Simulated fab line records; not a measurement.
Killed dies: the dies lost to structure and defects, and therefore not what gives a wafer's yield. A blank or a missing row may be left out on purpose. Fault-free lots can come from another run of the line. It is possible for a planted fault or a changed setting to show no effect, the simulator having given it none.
What tool caused it? :: flow nandHarc :: 11 lots, 33 wafers sampled, at 6 steps of a route of 1302

## WHAT EACH GAUGE READ, for each wafer
NHARC_P_STI_INSPECT_25. Usual: 243 for rawDefectCount, sd 99.
lot: L266
measured: day 4 02:25
on: defectInspect-02
rawDefectCount: 113 226 261
flag: 

lot: L267
measured: day 4 08:08
on: defectInspect-01
rawDefectCount: 282 95 119
flag: 

lot: L269
measured: day 5 10:07
on: defectInspect-02
rawDefectCount: 328 167 245
flag: 

lot: L270
measured: day 5 13:46
on: defectInspect-02
rawDefectCount: 146 172 224
flag: 

lot: L273
measured: day 6 22:10
on: defectInspect-02
rawDefectCount: 959 1102 1005 964 1097 990
flag: OFF

lot: L275
measured: day 7 22:23
on: defectInspect-02
rawDefectCount: 953 894 904 931 889 927
flag: OFF

lot: L283
measured: day 11 03:06
on: defectInspect-02
rawDefectCount: 274 239 237
flag: 

lot: L285
measured: day 11 19:10
on: defectInspect-02
rawDefectCount: 159 136 191
flag: 

lot: L286
measured: day 12 12:57
on: defectInspect-02
rawDefectCount: 255 164 256
flag: 

lot: L287
measured: day 12 21:51
on: defectInspect-02
rawDefectCount: 270 178 134
flag: 

lot: L289
measured: day 13 22:28
on: defectInspect-01
rawDefectCount: 239 373 309
flag: 

NHARC_P_GATE_INSPECT_28. Usual: 7 for rawDefectCount, sd 3.1.
lot: L266
measured: day 5 01:20
on: defectInspect-02
rawDefectCount: 4 5 6
flag: 

lot: L267
measured: day 5 07:11
on: defectInspect-02
rawDefectCount: 7 4 2
flag: 

lot: L269
measured: day 6 12:55
on: defectInspect-01
rawDefectCount: 5 6 2
flag: 

lot: L270
measured: day 6 17:17
on: defectInspect-02
rawDefectCount: 6 8 13
flag: 

lot: L273
measured: day 8 00:47
on: defectInspect-01
rawDefectCount: 726 762 711 729 777 713
flag: OFF

lot: L275
measured: day 8 21:42
on: defectInspect-01
rawDefectCount: 713 691 728 712 700 712
flag: OFF

lot: L283
measured: day 12 04:01
on: defectInspect-02
rawDefectCount: 15 11 3
flag: 

lot: L285
measured: day 12 17:49
on: defectInspect-02
rawDefectCount: 14 9 1
flag: 

lot: L286
measured: day 13 11:28
on: defectInspect-01
rawDefectCount: 5 6 8
flag: 

lot: L287
measured: day 13 22:38
on: defectInspect-01
rawDefectCount: 4 7 10
flag: 

lot: L289
measured: day 14 21:04
on: defectInspect-01
rawDefectCount: 4 3 6
flag: 

NHARC_P_GATE_CD_MEAS_91 targets a cd of 2000 nm. Usual: 1999.4 nm for cdNm, sd 1.8.
lot: L266
measured: day 5 16:23
on: cdSem-03
cdNm (nm): 2000.0 2002.3 2001.8
flag: 

lot: L267
measured: day 5 22:26
on: cdSem-01
cdNm (nm): 2001.5 2000.9 2001.1
flag: 

lot: L269
measured: day 7 04:25
on: cdSem-01
cdNm (nm): 1996.6 2000.6 1999.4
flag: 

lot: L270
measured: day 7 08:20
on: cdSem-03
cdNm (nm): 2001.6 1999.6 2001.2
flag: 

lot: L283
measured: day 12 19:14
on: cdSem-03
cdNm (nm): 1996.6 1995.7 1997.6
flag: 

lot: L285
measured: day 13 11:20
on: cdSem-01
cdNm (nm): 1999.2 1999.0 1998.3
flag: 

lot: L286
measured: day 14 02:41
on: cdSem-02
cdNm (nm): 1998.8 1999.2 2000.3
flag: 

lot: L287
measured: day 14 15:55
on: cdSem-01
cdNm (nm): 2001.8 2001.3 2002.7
flag: 

lot: L289
measured: day 15 12:08
on: cdSem-01
cdNm (nm): 2000.8 2002.6 1998.7
flag: 

## WHICH TOOL RAN EACH LOT (tool, then ch and the chambers of the sampled wafers, then the start)
lot: L266
NHARC_P_STI_PRECLEAN_38: wetBench-01 ch 1,2,7, day 3 18:19
NHARC_P_GATE_DESCUM_13: rieDiel-01 ch 1,2, day 4 11:15
NHARC_P_GATE_DESCUM_61: rieDiel-04 ch 0,2, day 5 14:59

lot: L267
NHARC_P_STI_PRECLEAN_38: wetBench-01 ch 2,3,5, day 4 00:49
NHARC_P_GATE_DESCUM_13: rieDiel-04 ch 0,2,3, day 4 16:38
NHARC_P_GATE_DESCUM_61: rieDiel-01 ch 1,2,3, day 5 20:53

lot: L269
NHARC_P_STI_PRECLEAN_38: wetBench-02 ch 4,5,7, day 5 01:55
NHARC_P_GATE_DESCUM_13: rieDiel-04 ch 0,1, day 5 18:46
NHARC_P_GATE_DESCUM_61: rieDiel-01 ch 2,3, day 7 02:53

lot: L270
NHARC_P_STI_PRECLEAN_38: wetBench-02 ch 4,6,7, day 5 06:13
NHARC_P_GATE_DESCUM_13: rieDiel-10 ch 1,2,3, day 5 22:53
NHARC_P_GATE_DESCUM_61: rieDiel-10 ch 0,1,3, day 7 06:56

lot: L273
NHARC_P_STI_PRECLEAN_38: wetBench-01 ch 0,3,7, day 6 12:21
NHARC_P_GATE_DESCUM_13: rieDiel-01 ch 0,1, day 7 07:40
NHARC_P_GATE_DESCUM_61: -

lot: L275
NHARC_P_STI_PRECLEAN_38: wetBench-01 ch 5,6,7, day 7 14:19
NHARC_P_GATE_DESCUM_13: rieDiel-01 ch 1,2,3, day 8 09:37
NHARC_P_GATE_DESCUM_61: -

lot: L283
NHARC_P_STI_PRECLEAN_38: wetBench-01 ch 2,3,5, day 10 17:54
NHARC_P_GATE_DESCUM_13: rieDiel-01 ch 0,3, day 11 11:31
NHARC_P_GATE_DESCUM_61: rieDiel-10 ch 0,2, day 12 17:42

lot: L285
NHARC_P_STI_PRECLEAN_38: wetBench-01 ch 0,1,6, day 11 09:56
NHARC_P_GATE_DESCUM_13: rieDiel-10 ch 0,1,2, day 12 04:07
NHARC_P_GATE_DESCUM_61: rieDiel-01 ch 1,2,3, day 13 09:54

lot: L286
NHARC_P_STI_PRECLEAN_38: wetBench-03 ch 2,3,6, day 12 05:26
NHARC_P_GATE_DESCUM_13: rieDiel-10 ch 1,2,3, day 12 21:28
NHARC_P_GATE_DESCUM_61: rieDiel-04 ch 0,3, day 14 01:16

lot: L287
NHARC_P_STI_PRECLEAN_38: wetBench-01 ch 0,4,5, day 12 11:35
NHARC_P_GATE_DESCUM_13: rieDiel-04 ch 0,1,3, day 13 06:43
NHARC_P_GATE_DESCUM_61: rieDiel-10 ch 2,3, day 14 14:21

lot: L289
NHARC_P_STI_PRECLEAN_38: wetBench-01 ch 1,3,5, day 13 09:43
NHARC_P_GATE_DESCUM_13: rieDiel-04 ch 0,2,3, day 14 07:15
NHARC_P_GATE_DESCUM_61: rieDiel-04 ch 0,1,3, day 15 10:42
- NHARC_P_STI_PRECLEAN_38: cleans in SC1.
- NHARC_P_GATE_DESCUM_13: chemistry O2, time 3 s.
- NHARC_P_GATE_DESCUM_61: chemistry O2, time 3 s.

## AS READ BY THE TOOLS THEMSELVES (means over the sampled wafers that have a number; for cases with no such wafer, the mark the record gives instead)
NHARC_P_GATE_DESCUM_13. Usual: drypumpMotorCurrentA 5.8 A, standard deviation 0.36; oesProductAu 1.001 a.u., standard deviation 0.0093; rfVppV 57.8 V, standard deviation 0.89; showerheadPlenumPTorr 1.92 Torr, standard deviation 0.067; throttleValvePct 11.310 %, standard deviation 0.0082.
lot: L266
tool: rieDiel-01
drypumpMotorCurrentA (A): 5.8
oesProductAu (a.u.): 0.999
rfVppV (V): 58.3
showerheadPlenumPTorr (Torr): 1.88
throttleValvePct (%): 11.305
flag: 

lot: L267
tool: rieDiel-04
drypumpMotorCurrentA (A): 5.5
oesProductAu (a.u.): 1.004
rfVppV (V): 58.5
showerheadPlenumPTorr (Torr): 2.03
throttleValvePct (%): 11.313
flag: 

lot: L269
tool: rieDiel-04
drypumpMotorCurrentA (A): 5.6
oesProductAu (a.u.): 1.017
rfVppV (V): 58.5
showerheadPlenumPTorr (Torr): 1.95
throttleValvePct (%): 11.313
flag: 

lot: L270
tool: rieDiel-10
drypumpMotorCurrentA (A): 5.6
oesProductAu (a.u.): 1.001
rfVppV (V): 58.5
showerheadPlenumPTorr (Torr): 1.89
throttleValvePct (%): 11.309
flag: 

lot: L273
tool: rieDiel-01
drypumpMotorCurrentA (A): 6.2
oesProductAu (a.u.): 0.986
rfVppV (V): 57.2
showerheadPlenumPTorr (Torr): 1.88
throttleValvePct (%): 11.308
flag: 

lot: L275
tool: rieDiel-01
drypumpMotorCurrentA (A): 5.9
oesProductAu (a.u.): 1.001
rfVppV (V): 57.5
showerheadPlenumPTorr (Torr): 1.87
throttleValvePct (%): 11.299
flag: 

lot: L283
tool: rieDiel-01
drypumpMotorCurrentA (A): 6.0
oesProductAu (a.u.): 0.998
rfVppV (V): 57.5
showerheadPlenumPTorr (Torr): 1.92
throttleValvePct (%): 11.305
flag: 

lot: L285
tool: rieDiel-10
drypumpMotorCurrentA (A): 5.8
oesProductAu (a.u.): 0.988
rfVppV (V): 57.7
showerheadPlenumPTorr (Torr): 1.87
throttleValvePct (%): 11.311
flag: 

lot: L286
tool: rieDiel-10
drypumpMotorCurrentA (A): 5.5
oesProductAu (a.u.): 0.998
rfVppV (V): 57.9
showerheadPlenumPTorr (Torr): 1.89
throttleValvePct (%): 11.307
flag: 

lot: L287
tool: rieDiel-04
drypumpMotorCurrentA (A): 5.7
oesProductAu (a.u.): 1.000
rfVppV (V): 57.4
showerheadPlenumPTorr (Torr): 2.00
throttleValvePct (%): 11.312
flag: 

lot: L289
tool: rieDiel-04
drypumpMotorCurrentA (A): 5.5
oesProductAu (a.u.): 1.003
rfVppV (V): 57.7
showerheadPlenumPTorr (Torr): 2.03
throttleValvePct (%): 11.306
flag: 

NHARC_P_GATE_DESCUM_61. Usual: drypumpMotorCurrentA 5.7 A, standard deviation 0.37; oesProductAu 1.000 a.u., standard deviation 0.0087; rfVppV 57.9 V, standard deviation 0.86; showerheadPlenumPTorr 1.93 Torr, standard deviation 0.071; throttleValvePct 11.309 %, standard deviation 0.0082.
lot: L266
tool: rieDiel-04
drypumpMotorCurrentA (A): 5.3
oesProductAu (a.u.): 1.004
rfVppV (V): 58.6
showerheadPlenumPTorr (Torr): 2.01
throttleValvePct (%): 11.305
flag: 

lot: L267
tool: rieDiel-01
drypumpMotorCurrentA (A): 5.9
oesProductAu (a.u.): 0.992
rfVppV (V): 57.4
showerheadPlenumPTorr (Torr): 1.88
throttleValvePct (%): 11.311
flag: 

lot: L269
tool: rieDiel-01
drypumpMotorCurrentA (A): 5.8
oesProductAu (a.u.): 1.001
rfVppV (V): 57.6
showerheadPlenumPTorr (Torr): 1.88
throttleValvePct (%): 11.299
flag: 

lot: L270
tool: rieDiel-10
drypumpMotorCurrentA (A): 5.9
oesProductAu (a.u.): 1.005
rfVppV (V): 58.1
showerheadPlenumPTorr (Torr): 1.88
throttleValvePct (%): 11.308
flag: 

lot: L283
tool: rieDiel-10
drypumpMotorCurrentA (A): 5.9
oesProductAu (a.u.): 0.997
rfVppV (V): 58.1
showerheadPlenumPTorr (Torr): 1.90
throttleValvePct (%): 11.307
flag: 

lot: L285
tool: rieDiel-01
drypumpMotorCurrentA (A): 5.9
oesProductAu (a.u.): 1.011
rfVppV (V): 58.2
showerheadPlenumPTorr (Torr): 1.87
throttleValvePct (%): 11.316
flag: 

lot: L286
tool: rieDiel-04
drypumpMotorCurrentA (A): 5.9
oesProductAu (a.u.): 1.003
rfVppV (V): 59.1
showerheadPlenumPTorr (Torr): 2.04
throttleValvePct (%): 11.312
flag: 

lot: L287
tool: rieDiel-10
drypumpMotorCurrentA (A): 5.4
oesProductAu (a.u.): 0.991
rfVppV (V): 58.1
showerheadPlenumPTorr (Torr): 1.93
throttleValvePct (%): 11.321
flag: 

lot: L289
tool: rieDiel-04
drypumpMotorCurrentA (A): 5.7
oesProductAu (a.u.): 0.998
rfVppV (V): 57.4
showerheadPlenumPTorr (Torr): 2.00
throttleValvePct (%): 11.304
flag: 

## THE ANSWER, worked out from the rows above alone
Rule: a lot is off if the mean of its wafers that have a number lies more than 3 standard deviations from the usual mean. A lot without any number at a reading at which 4 lots or more have one is off too. All remaining lots with rows at the step are treated as sound. After the gauges, taken in route order, come the tools' own readings; for these a lot's mean is taken, as printed above. At the first step where some lot is off, the reading lying furthest off is the one used; lots without a number count as furthest.
Off at NHARC_P_STI_INSPECT_25 (rawDefectCount): L273, L275.
A tool fits if, at a process step before that reading, it ran every lot that is off, and no sound lot after the first of them. Not tried: the gauges at NHARC_P_STI_INSPECT_25; whatever is off there is also off at NHARC_P_GATE_INSPECT_28, on other tools, and gauge error can't account for it. None of those tried fits.

## WHAT THE SIMULATOR HAD PUT IN
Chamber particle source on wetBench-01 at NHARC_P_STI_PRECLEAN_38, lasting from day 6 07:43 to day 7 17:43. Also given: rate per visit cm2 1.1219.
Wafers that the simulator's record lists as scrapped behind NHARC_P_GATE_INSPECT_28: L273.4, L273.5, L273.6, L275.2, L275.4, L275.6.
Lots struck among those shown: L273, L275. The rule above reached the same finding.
